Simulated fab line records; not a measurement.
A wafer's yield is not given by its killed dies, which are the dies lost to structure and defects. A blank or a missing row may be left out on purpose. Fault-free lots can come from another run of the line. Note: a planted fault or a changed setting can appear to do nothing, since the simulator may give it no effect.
fab line records	flow nand_harc
record: lots: 6	wafers: 18	last_day: 25
route steps=1159 shown A_STAIRCASE@658 END@1159
lots untouched by any fault: they come from a run of this same line in which no faults occurred
start_h: hours from the record's opening day to when the first of the lot's shown wafers began	wait_h: hours since the lot's step before	" unchanged from the row above	L1.1+2: one row covering several wafers at once	- no value present, or no start provided	* or withheld: withheld	< > ~ a bound
route shown NAME@n: names a module that has steps shown in the file, with the first one's number in the route	usual: the fault-free wafers' mean and standard deviation	same: alike in all rows	chamber/n: place in a boat	sites: readings site by site	_std_site: their standard deviation	_edge_site: outer sites' mean less inner sites'	radius_mm: for every site, how far away it sits from the centre of the wafer	mask NAME#n: copy n	behind: the last tool/chamber to shape the wafer	hold: why the lot was held/for how many hours/how that ended	device: transistor that didn't switch, given as n, p or np	end of line: the tests these same wafers got at the end of their route	a step given without rows: its recipe and nothing more	killed: dies that structure and defects cost at the first sort, which is not the same as the wafer's yield	map: the dies of a wafer, with x for killed, . for not killed, _ for no die there
set.NAME: the run value of the setting; set.NAME@STEP: its run value at that earlier step	model.NAME: the simulator's own value behind a step, which no gauge read
certain route steps with their lots: each step a table, each wafer a row
services: when a tool's chamber went out of use (start_h, in hours from the record's first day, below 0 if earlier), for how many hours, and the reason
== steps ==
step: NHARC_A_STAIRCASE_EBR_285
step: NHARC_A_STAIRCASE_EXPOSE_286
recipe: na: 0.5	dose_mj: 25.01	mask_id: CHOP_100
step: NHARC_A_STAIRCASE_PEB_287
recipe: peb_temp_c: 115	peb_time_s: 130
step: NHARC_A_STAIRCASE_DEVELOP_288
recipe: time_s: 140
step: NHARC_A_STAIRCASE_HARDBAKE_290
recipe: temp_c: 120	time_s: 140
step: NHARC_A_STAIRCASE_DESCUM_291
recipe: time_s: 3	o2_flow_sccm: 200	ar_flow_sccm: 0	bias_power_w: 0	chemistry: O2
usual: drypump_motor_current_A: 5.7/0.48	oes_product_au: 1.003/0.0083	rf_vpp_V: 58.0/0.88	showerhead_plenum_p_Torr: 1.95/0.088	throttle_valve_pct: 11.309/0.0096
lot.wafer	tool	chamber	start_h	wait_h	drypump_motor_current_A	oes_product_au	rf_hours_counter_h	rf_vpp_V	showerhead_plenum_p_Torr	throttle_valve_pct
L969.1	rie_diel-05	1	293.76	-	6.1	1.010	48	56.7	1.92	11.290
L969.3	"	2	"	"	6.3	1.001	48	57.8	2.06	11.292
L969.6	"	0	"	"	5.3	0.989	-	58.2	2.04	11.315
L974.3	rie_diel-04	1	330.36	-	5.9	1.001	12	58.7	1.79	11.315
L974.6	"	2	"	"	6.0	0.997	-	58.4	1.90	11.309
L974.5	"	3	"	"	5.9	0.991	-	58.9	1.94	11.316
L975.3	rie_diel-07	1	330.86	-	6.1	1.003	28	57.1	1.79	11.302
L975.2	"	0	"	"	5.3	1.001	31	58.3	1.87	11.287
L975.6	"	1	"	"	6.1	1.003	-	56.4	1.79	11.306
L981.2	rie_diel-07	3	366.77	-	5.7	1.011	47	58.4	2.06	11.303
L981.3	"	1	"	"	6.0	1.009	43	57.1	1.79	11.302
L981.5	"	3	"	"	5.7	1.007	-	58.2	2.06	11.316
L983.3	rie_diel-05	0	372.46	-	5.3	0.991	9	57.7	2.03	11.305
L983.6	"	3	"	"	5.0	1.001	-	58.5	1.98	11.317
L983.5	"	0	"	"	5.3	0.990	-	58.7	2.03	11.310
L984.2	rie_diel-05	1	393.17	-	6.1	1.005	19	56.8	1.91	11.325
L984.5	"	3	"	"	5.0	0.999	-	57.7	1.98	11.301
L984.6	"	0	"	"	5.3	0.990	-	59.5	2.03	11.310
step: NHARC_A_STAIRCASE_ETCH_292
recipe: cf4_flow_sccm: 100	chf3_flow_sccm: 30	ar_flow_sccm: 0	rf_w: 500	bias_w: 200	chemistry: CF4/CHF3
usual: drypump_motor_current_A: 5.7/0.5	oes_product_au: 0.952/0.02	rf_vpp_V: 371.3/2.5	showerhead_plenum_p_Torr: 1.60/0.069	throttle_valve_pct: 16.802/0.0091
lot.wafer	tool	chamber	start_h	wait_h	drypump_motor_current_A	oes_product_au	rf_hours_counter_h	rf_vpp_V	showerhead_plenum_p_Torr	throttle_valve_pct
L969.3	rie_diel-05	1	293.86	0.1	6.1	0.957	48	371.1	1.58	16.796
L969.1	"	2	"	"	6.3	0.976	48	375.9	1.69	16.794
L969.6	"	0	"	"	5.3	0.946	-	374.8	1.67	16.790
L974.3	rie_diel-04	2	330.49	0.1	6.0	0.933	12	368.7	1.56	16.793
L974.5	"	0	"	"	6.3	0.953	-	372.7	1.62	16.799
L974.6	"	1	"	"	5.9	0.975	-	365.7	1.48	16.796
L975.3	rie_diel-07	1	330.96	0.1	6.0	0.957	28	367.8	1.48	16.783
L975.2	"	2	"	"	4.8	0.967	38	370.3	1.57	16.794
L975.6	"	1	"	"	6.0	0.966	-	367.5	1.48	16.803
L981.2	rie_diel-07	3	366.87	0.1	5.7	0.939	47	373.8	1.69	16.804
L981.3	"	0	"	"	5.3	0.926	47	369.6	1.54	16.794
L981.5	"	2	"	"	4.9	0.923	-	371.1	1.56	16.810
L983.3	rie_diel-05	0	372.57	0.1	5.3	0.976	9	373.3	1.66	16.803
L983.5	"	1	"	"	6.1	0.991	-	371.3	1.58	16.803
L983.6	"	2	"	"	6.3	0.995	-	373.8	1.68	16.814
L984.2	rie_diel-05	3	393.25	0.1	5.0	0.941	17	371.5	1.62	16.804
L984.5	"	3	"	"	5.0	0.941	-	372.2	1.62	16.803
L984.6	"	0	"	"	5.3	0.947	-	374.2	1.66	16.807
step: NHARC_A_STAIRCASE_HM_OPEN_460
recipe: o2_flow_sccm: 400	cos_flow_sccm: 20	ar_flow_sccm: 0	rf_w: 500	bias_w: 300	chemistry: O2/COS
usual: drypump_motor_current_A: 5.7/0.48	oes_product_au: 1.004/0.0088	rf_vpp_V: 468.2/3	showerhead_plenum_p_Torr: 3.17/0.14	throttle_valve_pct: 28.330/0.0088
lot.wafer	tool	chamber	start_h	wait_h	drypump_motor_current_A	oes_product_au	rf_hours_counter_h	rf_vpp_V	showerhead_plenum_p_Torr	throttle_valve_pct
L969.3	rie_diel-05	0	-	-	5.3	1.012	47	471.3	3.32	28.337
L969.1	"	1	"	"	6.1	1.022	48	466.9	3.14	28.322
L969.6	"	1	"	"	6.1	1.017	-	468.3	3.14	28.323
L974.3	rie_diel-04	2	-	-	6.0	0.991	12	466.5	3.10	28.339
L974.6	"	1	"	"	5.9	1.013	-	463.9	2.93	28.328
L974.5	"	2	"	"	6.0	0.983	-	466.2	3.10	28.320
L975.2	rie_diel-07	1	-	-	6.0	1.010	28	462.9	2.93	28.343
L975.3	"	0	"	"	5.3	0.993	31	466.0	3.06	28.333
L975.6	"	1	"	"	6.0	1.003	-	462.9	2.93	28.310
L981.3	rie_diel-07	2	-	-	4.8	0.986	53	465.3	3.10	28.334
L981.2	"	3	"	"	5.7	1.018	47	471.8	3.35	28.329
L981.5	"	2	"	"	4.9	0.992	-	467.7	3.10	28.324
L983.3	rie_diel-05	0	-	-	5.3	1.000	9	470.3	3.30	28.324
L983.5	"	0	"	"	5.3	1.005	-	471.8	3.30	28.343
L983.6	"	1	"	"	6.1	1.009	-	467.7	3.13	28.334
L984.2	rie_diel-05	2	-	-	6.3	1.001	17	471.5	3.33	28.341
L984.5	"	0	"	"	5.3	0.996	-	469.6	3.30	28.333
L984.6	"	1	"	"	6.1	0.988	-	468.1	3.12	28.318
step: NHARC_A_STAIRCASE_STRIP_461
recipe: o2_flow_sccm: 400	cos_flow_sccm: 20	ar_flow_sccm: 0	bias_w: 0	chemistry: O2/COS
step: NHARC_A_STAIRCASE_ETCH_452
recipe: target_depth_a: 300	overetch_a: 30	time_s: 16.5	ion_energy_ev: 100	cf4_flow_sccm: 80	o2_flow_sccm: 20	ar_flow_sccm: 0	rf_w: 300	bias_w: 100	chemistry: CF4/O2
usual: drypump_motor_current_A: 5.7/0.48	oes_ar_750_au: 1.000/0.0046	oes_o_777_au: 1.000/0.0047	oes_product_au: 1.004/0.0085	rf_vpp_V: 198.2/1.3	showerhead_plenum_p_Torr: 1.36/0.06	throttle_valve_pct: 13.397/0.01
lot.wafer	tool	chamber	start_h	wait_h	drypump_motor_current_A	oes_ar_750_au	oes_o_777_au	oes_product_au	rf_hours_counter_h	rf_vpp_V	showerhead_plenum_p_Torr	throttle_valve_pct
L969.3	rie_diel-05	3	-	-	5.0	1.004	1.006	1.005	48	197.6	1.38	13.397
L969.1	"	0	"	"	5.3	1.002	0.996	0.990	47	199.5	1.42	13.388
L969.6	"	2	"	"	6.3	1.000	0.986	0.997	-	198.7	1.43	13.407
L974.3	rie_diel-04	2	-	-	5.9	1.004	0.997	0.998	12	198.0	1.33	13.411
L974.6	"	0	"	"	6.3	0.997	0.997	0.996	-	198.2	1.38	13.409
L974.5	"	1	"	"	5.9	0.997	1.000	1.010	-	195.6	1.25	13.397
L975.3	rie_diel-07	0	-	-	5.3	1.008	0.999	0.986	31	196.5	1.31	13.410
L975.2	"	2	"	"	4.8	0.994	1.000	0.995	38	198.3	1.33	13.404
L975.6	"	0	"	"	5.3	0.996	0.997	0.998	-	196.1	1.31	13.391
L981.3	rie_diel-07	0	-	-	5.3	1.001	1.004	1.009	47	198.0	1.30	13.386
L981.2	"	2	"	"	4.8	0.999	1.006	1.003	53	197.5	1.33	13.424
L981.5	"	0	"	"	5.3	0.998	0.999	0.999	-	197.5	1.30	13.412
L983.3	rie_diel-05	0	-	-	5.3	0.997	1.006	1.000	10	198.9	1.41	13.397
L983.6	"	3	"	"	5.0	0.999	0.993	1.006	-	199.5	1.38	13.394
L983.5	"	0	"	"	5.3	1.000	0.997	1.006	-	198.5	1.41	13.388
L984.2	rie_diel-05	0	-	-	5.3	1.007	1.003	1.001	19	199.0	1.41	13.392
L984.6	"	2	"	"	6.3	0.999	0.999	1.006	-	197.9	1.43	13.394
L984.5	"	3	"	"	5.0	1.001	1.009	0.999	-	199.9	1.38	13.397
step: NHARC_A_STAIRCASE_ETCH_294
recipe: target_depth_a: 49920	time_s: 1212.4	ion_energy_ev: 800	c4f8_flow_sccm: 80	o2_flow_sccm: 60	ar_flow_sccm: withheld	rf_w: 600	bias_w: 3000	chemistry: C4F8/O2/Ar
usual: oes_product_au: 0.937/0.011	rf_vpp_V: 1831/11
lot.wafer	tool	chamber	start_h	wait_h	oes_product_au	rf_hours_counter_h	rf_vpp_V
L969.1	rie_diel-05	0	-	-	0.918	47	1841
L969.3	"	1	"	"	0.945	48	1829
L969.6	"	3	"	"	0.946	-	1836
L974.3	rie_diel-04	2	-	-	0.924	12	1826
L974.5	"	3	"	"	0.924	-	1831
L974.6	"	0	"	"	0.937	-	1836
L975.3	rie_diel-07	0	-	-	0.946	32	1822
L975.2	"	1	"	"	0.932	28	1810
L975.6	"	3	"	"	0.949	-	1845
L981.2	rie_diel-07	2	-	-	0.931	53	1825
L981.3	"	3	"	"	0.942	47	1845
L981.5	"	1	"	"	0.928	-	1810
L983.3	rie_diel-05	2	-	-	0.947	7	1844
L983.6	"	1	"	"	0.929	-	1827
L983.5	"	2	"	"	0.948	-	1843
L984.2	rie_diel-05	1	-	-	0.923	19	1826
L984.5	"	3	"	"	0.942	-	1834
L984.6	"	0	"	"	0.916	-	1841
step: NHARC_A_STAIRCASE_STRIP_295
recipe: o2_flow_sccm: 500	ar_flow_sccm: 0	bias_w: 0	chemistry: O2
usual: bias_w: 0/0	chamber_pressure_mTorr: 60.00/0.053	drypump_motor_current_A: 5.7/0.5	oes_product_au: 1.004/0.009	rf_vpp_V: 58.0/1	showerhead_plenum_p_Torr: 3.59/0.15	throttle_valve_pct: 17.036/0.0083
lot.wafer	tool	chamber	start_h	wait_h	bias_w	chamber_pressure_mTorr	drypump_motor_current_A	oes_product_au	rf_hours_counter_h	rf_vpp_V	showerhead_plenum_p_Torr	throttle_valve_pct
L969.1	rie_diel-05	1	295.22	-	0	59.98	6.1	1.005	48	56.3	3.55	17.031
L969.3	"	3	"	"	0	59.96	5.0	1.015	49	59.5	3.65	17.053
L969.6	"	0	"	"	0	59.95	5.3	0.996	-	58.1	3.74	17.055
L974.3	rie_diel-04	0	331.88	-	-	-	-	-	-	-	-	-
L974.6	"	0	"	"	-	-	-	-	-	-	-	-
L974.5	"	1	"	"	-	-	-	-	-	-	-	-
L975.2	rie_diel-07	2	332.29	-	-	-	-	-	-	-	-	-
L975.3	"	0	"	"	-	-	-	-	-	-	-	-
L975.6	"	3	"	"	-	-	-	-	-	-	-	-
L981.2	rie_diel-07	1	368.19	-	0	60.04	6.1	0.997	44	57.0	3.31	17.038
L981.3	"	3	"	"	0	60.02	5.7	1.005	48	57.3	3.78	17.032
L981.5	"	1	"	"	0	59.96	6.1	1.004	-	58.3	3.31	17.042
L983.3	rie_diel-05	2	374.27	-	0	60.10	6.3	1.011	8	59.1	3.77	17.035
L983.5	"	2	"	"	0	59.99	6.3	1.005	-	60.6	3.77	17.038
L983.6	"	3	"	"	0	60.00	5.0	0.998	-	58.4	3.64	17.048
L984.2	rie_diel-05	2	394.66	-	0	60.01	6.4	0.989	17	58.3	3.76	17.049
L984.5	"	2	"	"	0	60.04	6.3	1.012	-	58.4	3.76	17.038
L984.6	"	3	"	"	0	59.96	5.0	0.991	-	58.1	3.64	17.032
step: NHARC_A_STAIRCASE_STRIP_296
recipe: time_s: 900	temp_c: 130	chemistry: SPM
step: NHARC_END_SORT_01
recipe: temp_c: 25
usual: killed_at_array: 27/12	killed_at_other: 0.8/1	killed_at_periphery: 4.0/2.5	killed_dies: 32/11	killed_open: 3.3/1.8	killed_short: 2.0/1.5
same: gross_dies: 677
lot.wafer	tool	chamber	start_h	wait_h	killed_at_array	killed_at_other	killed_at_periphery	killed_dies	killed_open	killed_short
L969.1	prober-01	0	472.13	2.5	23	5	2	30	4	2
L969.3	prober-01	0	473.74	3.1	29	3	7	39	4	1
L969.6	prober-01	0	476.14	4.0	30	2	4	36	3	3
L975.2	prober-01	0	508.53	2.8	17	0	7	24	3	1
killed by level:class
L969.1 A_CHANNEL_HOLE_D1:chamber_film_flake=13 THIN_TSV:chamber_film_flake=5 A_STAIRCASE:chamber_film_flake=3 P_M0:geometric_particle:open=2 A_CONTACT:chamber_film_flake=2 A_SGD_CUT:geometric_particle:short=1 A_CONTACT:geometric_particle:open=1 A_M0:geometric_particle:short=1
L969.3 A_CHANNEL_HOLE_D1:chamber_film_flake=12 A_STAIRCASE:chamber_film_flake=8 A_CONTACT:chamber_film_flake=5 P_GATE:chamber_film_flake=4 THIN_TSV:chamber_film_flake=3 A_CONTACT:geometric_particle:open=2 P_CONTACT:geometric_particle:open=1 P_M0:geometric_particle:short=1
L969.6 A_CHANNEL_HOLE_D1:chamber_film_flake=14 A_STAIRCASE:chamber_film_flake=7 A_CONTACT:chamber_film_flake=4 A_M0:geometric_particle:short=2 P_GATE:chamber_film_flake=2 THIN_TSV:chamber_film_flake=2 P_CONTACT:geometric_particle:open=1 A_CHANNEL_FILL_D1:geometric_particle:short=1
L975.2 P_GATE:chamber_film_flake=6 A_CONTACT:chamber_film_flake=6 A_BLC:chamber_film_flake=3 A_CHANNEL_HOLE_D1:chamber_film_flake=3 A_CHANNEL_HOLE_D1:geometric_particle:open=1 A_WL_FILL:geometric_particle:open=1 A_BLC:geometric_particle:open=1 A_M1:geometric_particle:short=1
== services ==
tool	chamber	start_h	hours	kind
rie_diel-05	0	271.51	-	clean
rie_diel-05	1	271.51	-	clean
rie_diel-05	2	271.51	-	clean
rie_diel-05	3	271.51	-	clean
rie_diel-07	1	284.16	23.1	repair
rie_diel-04	-	288.90	9.0	pm
rie_diel-05	0	296.06	-	clean
rie_diel-05	1	296.06	-	clean
rie_diel-05	2	296.06	-	clean
rie_diel-05	3	296.06	-	clean
rie_diel-05	0	320.56	-	clean
rie_diel-05	1	320.56	-	clean
rie_diel-05	2	320.56	-	clean
rie_diel-05	3	320.56	-	clean
rie_diel-05	-	340.63	9.0	pm
rie_diel-05	0	340.63	9.0	vent_cycle
rie_diel-05	1	340.63	9.0	vent_cycle
rie_diel-05	2	340.63	9.0	vent_cycle
rie_diel-05	3	340.63	9.0	vent_cycle
rie_diel-05	0	349.63	-	clean
rie_diel-05	0	349.63	-	consumable_replace:focus_ring
rie_diel-05	1	349.63	-	clean
rie_diel-05	2	349.63	-	clean
rie_diel-05	2	349.63	-	consumable_replace:focus_ring
== key ==
first_sign: step: NHARC_A_STAIRCASE_STRIP_295	reading: tool_record	direction: missing
effect none on later readings
met_at NHARC_A_STAIRCASE_STRIP_295
struck_wafers L974.3,L974.5,L974.6,L975.2,L975.3,L975.6
tester_left_out L974,L975
fault: kind: skipped_step_whole	tool: rie_diel-04,rie_diel-07	chamber: -	onset_h: 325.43	steps: NHARC_A_STAIRCASE_STRIP_295	scope: struck_lots_only
tester_left_out: of these lots the tester's yield and bins aren't shown, on N5 and GAA mostly nor the transistor test; their killed dies are dies lost to structure and defects alone, not to doping, threshold or leakage, so they don't give the yield
